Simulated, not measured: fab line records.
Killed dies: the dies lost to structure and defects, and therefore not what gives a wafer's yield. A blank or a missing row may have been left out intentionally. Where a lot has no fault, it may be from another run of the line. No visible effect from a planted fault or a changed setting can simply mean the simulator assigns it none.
Comparing a struck lot with a sound one -- flow nand-harc -- 44 out of 1159 route steps
Sound: these wafers, L238.1, L238.4, L238.6. Struck: wafers L234.1, L234.5, L234.6. The cause is named last.
Each step with rows lists, per side, the tool, then ch with its chambers, then its first start. Under that, the readings that differ: sound wafers -- struck wafers -- difference of the means -- sigmas: that difference in standard deviations of wafers without a fault.
alike: a reading whose means differ by less than 2 such deviations, as well as words and numbers matching on both sides. not compared: withheld readings; readings where some wafer has no value; bounds like >300 that might hide an equal value; numbers whose values overlap and for which the record gives no deviation.
Wherever a step has rows on one side only, a row that says differs or no value, or a row with sigmas, the two part there. When numbers do not overlap yet have no deviation, they are printed without sigmas and do not part them. A reading missing from all wafers of one side parts the sides only when that side holds two or more wafers.

first, 8 steps without rows for these wafers: NHARC_P_GATE_DEHYDRATE_18 (time 120 s); NHARC_P_GATE_HMDS_19 (time 30 s); NHARC_P_GATE_COAT_20 (resist thk 90 nm); NHARC_P_GATE_SOFTBAKE_21 (time 55 s); NHARC_P_GATE_EBR_22; NHARC_P_GATE_EXPOSE_23 (exposes mask P GATE, target cd 120 nm); NHARC_P_GATE_PEB_24 (peb time 65 s); NHARC_P_GATE_DEVELOP_25 (develop time 35 s).
NHARC_P_GATE_CD_MEAS_26 targets a cd of 120 nm.
  sound on cd-sem-02 ch 0, day 8 03:32; struck on cd-sem-01 ch 0, day 6 19:46
  alike: cd-nm
NHARC_P_GATE_OVL_MEAS_27:
  struck on overlay-02, day 6 19:51; sound on overlay-02, day 8 03:38
  alike: overlay-x-nm, overlay-y-nm
NHARC_P_GATE_INSPECT_28:
  struck on defect-inspect-02, day 6 19:53; sound on defect-inspect-02, day 8 03:40
  alike: raw-defect-count
NHARC_P_GATE_DESCUM_31: chemistry O2, time 3 s.
  sound on rie-diel-02 ch 0,1,3, day 8 03:44; struck on rie-diel-11 ch 1,2, day 6 19:57
  alike: drypump-motor-current-A, oes-product-au, rf-vpp-V, showerhead-plenum-p-Torr, throttle-valve-pct
  not compared: rf-hours-counter-h
NHARC_P_GATE_ETCH_104: etches the open film in CF4/CHF3, target depth 60 nm.
  sound on rie-diel-02 ch 1,2, day 8 03:49; struck on rie-diel-11 ch 0,1, day 6 20:02
  alike: drypump-motor-current-A, oes-product-au, rf-vpp-V, showerhead-plenum-p-Torr, throttle-valve-pct
NHARC_P_GATE_HM_OPEN_105: chemistry O2/COS, target depth 360 nm.
  sound on rie-diel-02 ch 0,3; struck on rie-diel-11 ch 0,1,3
  alike: drypump-motor-current-A, oes-product-au, rf-vpp-V, showerhead-plenum-p-Torr, throttle-valve-pct
  not compared: rf-hours-counter-h
then, 1 step without rows for these wafers: NHARC_P_GATE_STRIP_106 (strips in O2/COS).
NHARC_P_GATE_ETCH_114: etches the open film in CF4/O2, target depth 30 nm, overetch 3 nm, time 16.5 s.
  sound on rie-diel-02 ch 0,3; struck on rie-diel-11 ch 0,1
reading,sound,struck,difference,sigmas
oes-product-au (a.u.),0.994 0.994 0.993,1.010 1.006 1.016,+0.017,+2
showerhead-plenum-p-Torr (Torr),1.40 1.42 1.42,1.26 1.26 1.28,-0.15,-2
  alike: drypump-motor-current-A, rf-vpp-V, throttle-valve-pct
  not compared: rf-hours-counter-h
NHARC_P_GATE_ETCH_32: etches the open film in HBr/Cl2, target depth 150 nm, time 100.1 s.
  sound on rie-si-03 ch 2,3, day 8 04:12; struck on rie-si-03 ch 0,1, day 6 20:25
  alike: drypump-motor-current-A, oes-product-au, throttle-valve-pct
  not compared: rf-hours-counter-h
then, 1 step without rows for these wafers: NHARC_P_GATE_STRIP_108 (strips in O2).
NHARC_P_GATE_CD_MEAS_33:
  struck on cd-sem-03, day 6 20:44; sound on cd-sem-02, day 8 04:32
  alike: cd-nm
then, 5 steps without rows for these wafers: NHARC_P_GATE_STRIP_35 (strips in SPM, time 600 s); NHARC_P_GATE_PRECLEAN_73 (cleans in SC1); NHARC_P_GATE_SRD_74; NHARC_P_GATE_ALD_36 (deposits SiNx, target thk 20 nm, pulse time 60 s, ald cycles 223); NHARC_P_GATE_ETCHBACK_37 (etches the open film in CHF3/O2, target depth 34.5 nm, time 17.2 s).
NHARC_P_GATE_STRIP_101: strips in O2, time 20 s.
  sound on rie-diel-02 ch 1,2,3, day 8 14:37; struck on rie-diel-12 ch 0,1,2, day 7 06:52
  alike: drypump-motor-current-A, oes-product-au, rf-vpp-V, showerhead-plenum-p-Torr, throttle-valve-pct
  not compared: rf-hours-counter-h
then, 12 steps without rows for these wafers: NHARC_P_GATE_PRECLEAN_97 (cleans in SPM, time 600 s); NHARC_P_GATE_SRD_98; NHARC_P_GATE_PRECLEAN_99 (cleans in SC1); NHARC_P_GATE_SRD_100; NHARC_P_GATE_DEHYDRATE_38 (time 120 s); NHARC_P_GATE_HMDS_39 (time 30 s); NHARC_P_GATE_COAT_40; NHARC_P_GATE_SOFTBAKE_41 (time 95 s); NHARC_P_GATE_EBR_42; NHARC_P_GATE_EXPOSE_43 (exposes mask P NSD, target cd 720 nm); NHARC_P_GATE_PEB_44 (peb time 85 s); NHARC_P_GATE_DEVELOP_45 (time 70 s).
NHARC_P_GATE_CD_MEAS_46 targets a cd of 720 nm.
  sound on cd-sem-02 ch 0, day 8 15:32; struck on cd-sem-01 ch 0, day 7 07:47
  alike: cd-nm
then, 4 steps without rows for these wafers: NHARC_P_GATE_HARDBAKE_47 (time 80 s); NHARC_P_GATE_DESCUM_48 (chemistry O2, time 3 s); NHARC_P_GATE_IMPLANT_49; NHARC_P_GATE_STRIP_111 (strips in N2/H2, time 250 s).
NHARC_P_GATE_INSPECT_68:
  struck on defect-inspect-02, day 7 14:28; sound on defect-inspect-02, day 8 22:54
reading,sound,struck,difference,sigmas
raw-defect-count,162 157 107,579 638 562,+451,+5
-- record jumps: 14 days between struck wafers' starts before vs after; left off in module P_GATE, resumes in module END, first step shown is number 1159 of the route --
NHARC_END_SORT_01:
  only the struck wafers appear in the record here, on prober-02 ch 0 at day 21 12:54; the sound ones have no rows

== WHERE THEY PART ==
Last at NHARC_END_SORT_01 as far as this record goes, first at NHARC_P_GATE_ETCH_114.

WHY: the cause the simulator had injected
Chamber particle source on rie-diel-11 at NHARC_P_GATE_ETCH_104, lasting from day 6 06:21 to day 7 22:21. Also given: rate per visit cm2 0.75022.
